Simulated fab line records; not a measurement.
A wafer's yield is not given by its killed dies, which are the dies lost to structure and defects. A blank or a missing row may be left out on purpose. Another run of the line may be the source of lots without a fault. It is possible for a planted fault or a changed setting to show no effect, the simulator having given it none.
Matching of chambers :: flow nand-harc :: NHARC_A_DECK1_JOINT_ETCHBACK_00 on rie-si-05: 4 sister chambers
The step etches the open film in HBr, target depth 30 nm, time 17.4 s. 14 wafers are shown with their chamber, then 7 later ones without.

EACH WAFER AND ITS CHAMBER
wafer: L074.1
chamber: 1
drypump-motor-current-A (A): 5.4
rf-fwd-power-W (W): 345.2
throttle-valve-pct (%): 23.252

wafer: L074.2
chamber: 0
drypump-motor-current-A (A): 5.5
rf-fwd-power-W (W): 339.9
throttle-valve-pct (%): 23.269

wafer: L074.3
chamber: 2
drypump-motor-current-A (A): 5.5
rf-fwd-power-W (W): 344.1
throttle-valve-pct (%): 23.265

wafer: L082.1
chamber: 1
drypump-motor-current-A (A): 5.4
rf-fwd-power-W (W): 342.3
throttle-valve-pct (%): 23.274

wafer: L082.2
chamber: 0
drypump-motor-current-A (A): 5.4
rf-fwd-power-W (W): 342.9
throttle-valve-pct (%): 23.270

wafer: L082.3
chamber: 3
drypump-motor-current-A (A): 5.4
rf-fwd-power-W (W): 344.9
throttle-valve-pct (%): 23.273

wafer: L084.2
chamber: 1
drypump-motor-current-A (A): 5.4
rf-fwd-power-W (W): 344.2
throttle-valve-pct (%): 23.267

wafer: L084.3
chamber: 2
drypump-motor-current-A (A): 5.5
rf-fwd-power-W (W): 345.3
throttle-valve-pct (%): 23.294

wafer: L084.6
chamber: 2
drypump-motor-current-A (A): 5.5
rf-fwd-power-W (W): 342.8
throttle-valve-pct (%): 23.277

wafer: L085.1
chamber: 2
drypump-motor-current-A (A): 5.5
rf-fwd-power-W (W): 342.5
throttle-valve-pct (%): 23.266

wafer: L085.4
chamber: 0
drypump-motor-current-A (A): 5.4
rf-fwd-power-W (W): 341.3
throttle-valve-pct (%): 23.260

wafer: L085.5
chamber: 3
drypump-motor-current-A (A): 5.4
rf-fwd-power-W (W): 344.9
throttle-valve-pct (%): 23.257

wafer: L089.1
chamber: 0
drypump-motor-current-A (A): 5.4
rf-fwd-power-W (W): 341.8
throttle-valve-pct (%): 23.282

wafer: L089.2
chamber: 2
drypump-motor-current-A (A): 5.5
rf-fwd-power-W (W): 344.0
throttle-valve-pct (%): 23.282

SIGNATURES, as means of the wafers listed above
reading: drypump-motor-current-A
chamber 0: 5.425
chamber 1: 5.400
chamber 2: 5.500
chamber 3: 5.400
scatter within a chamber: 0.0274

reading: rf-fwd-power-W
chamber 0: 341.475
chamber 1: 343.900
chamber 2: 343.740
chamber 3: 344.900
scatter within a chamber: 1.18

reading: throttle-valve-pct
chamber 0: 23.27025
chamber 1: 23.26433
chamber 2: 23.27680
chamber 3: 23.26500
scatter within a chamber: 0.011
Rule: for each reading, subtract the chamber's mean from the wafer's reading, divide by that reading's scatter and square the result; add these up over the readings and take the root, which gives the wafer's distance from the chamber. The wafer belongs to the nearest chamber; if the next one is less than 2 further off, it can't be placed. The scatter: take each reading less its chamber's mean, square it, sum over the shown wafers, divide by the number of wafers less the number of chambers, and take the root.

WAFERS MISSING THEIR CHAMBER
wafer: L089.6
drypump-motor-current-A (A): 5.4
rf-fwd-power-W (W): 340.4
throttle-valve-pct (%): 23.246

wafer: L091.2
drypump-motor-current-A (A): 5.5
rf-fwd-power-W (W): 342.3
throttle-valve-pct (%): 23.287

wafer: L091.3
drypump-motor-current-A (A): 5.4
rf-fwd-power-W (W): 345.5
throttle-valve-pct (%): 23.274

wafer: L091.4
drypump-motor-current-A (A): 5.4
rf-fwd-power-W (W): 342.2
throttle-valve-pct (%): 23.262

wafer: L092.2
drypump-motor-current-A (A): 5.5
rf-fwd-power-W (W): 344.5
throttle-valve-pct (%): 23.248

wafer: L092.3
drypump-motor-current-A (A): 5.4
rf-fwd-power-W (W): 345.0
throttle-valve-pct (%): 23.271

wafer: L092.4
drypump-motor-current-A (A): 5.4
rf-fwd-power-W (W): 345.8
throttle-valve-pct (%): 23.266

THE CHAMBER EACH PASSED THROUGH
wafer: L089.6
from the rows above: can't be placed: 0 or 1 or 3
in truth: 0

wafer: L091.2
from the rows above: can't be placed: 2 or 0
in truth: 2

wafer: L091.3
from the rows above: can't be placed: 3 or 1
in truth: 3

wafer: L091.4
from the rows above: can't be placed: 0 or 1 or 3
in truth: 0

wafer: L092.2
from the rows above: can't be placed: 2 or 1 or 3 or 0
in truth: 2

wafer: L092.3
from the rows above: can't be placed: 3 or 1
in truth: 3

wafer: L092.4
from the rows above: can't be placed: 3 or 1
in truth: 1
0 of 7 placed correctly. Cannot be placed on the basis of these rows: 7; the candidates contain the true chamber in 7. 0 placed wrongly.
